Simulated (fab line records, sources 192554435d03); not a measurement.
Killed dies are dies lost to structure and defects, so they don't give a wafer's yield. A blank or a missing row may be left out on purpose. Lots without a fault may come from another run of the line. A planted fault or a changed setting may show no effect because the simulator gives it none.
Chamber matching | flow n5_finfet | N5_MOL_CONTACT_COAG_ETCH_89 on rie_diel-01: 4 sister chambers
The step etches underlayer in N2/H2, target depth 13 nm, time 10.4 s. 4 wafers are shown with their chamber, then 7 later ones without.

WAFERS WITH THEIR CHAMBER
wafer  | chamber | showerhead_plenum_p_Torr (Torr)
L083.5 | 1       | 2.50
L085.6 | 3       | 2.52
L091.3 | 0       | 2.68
L091.4 | 2       | 2.46

WAFERS WITHOUT THEIR CHAMBER
wafer  | showerhead_plenum_p_Torr (Torr)
L091.6 | 2.51
L093.2 | 2.46
L093.5 | 2.67
L093.6 | 2.46
L097.1 | 2.46
L097.3 | 2.51
L097.4 | 2.46

WHICH CHAMBER EACH WENT THROUGH
wafer  | from the rows above     | in truth
L091.6 | can't be placed: 1 or 3 | 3
L093.2 | 2                       | 2
L093.5 | 0                       | 0
L093.6 | 2                       | 2
L097.1 | 2                       | 2
L097.3 | can't be placed: 1 or 3 | 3
L097.4 | 2                       | 2
Placed correctly: 5 of 7. Can't be placed from these rows: 2 (the true chamber is among the candidates in 2). Placed wrongly: 0.
How it was worked out, from the rows above alone: a wafer's distance from a chamber is the root of the sum, over the readings, of the square of ((its reading less the chamber's mean) divided by the reading's scatter). The wafer belongs to the nearest chamber; if the next one is less than 2 further off, it can't be placed. A chamber's mean is the mean of its shown wafers. The scatter: with one shown wafer a chamber, the root of the mean of the squares of how far each hidden wafer lies from its nearest shown one.
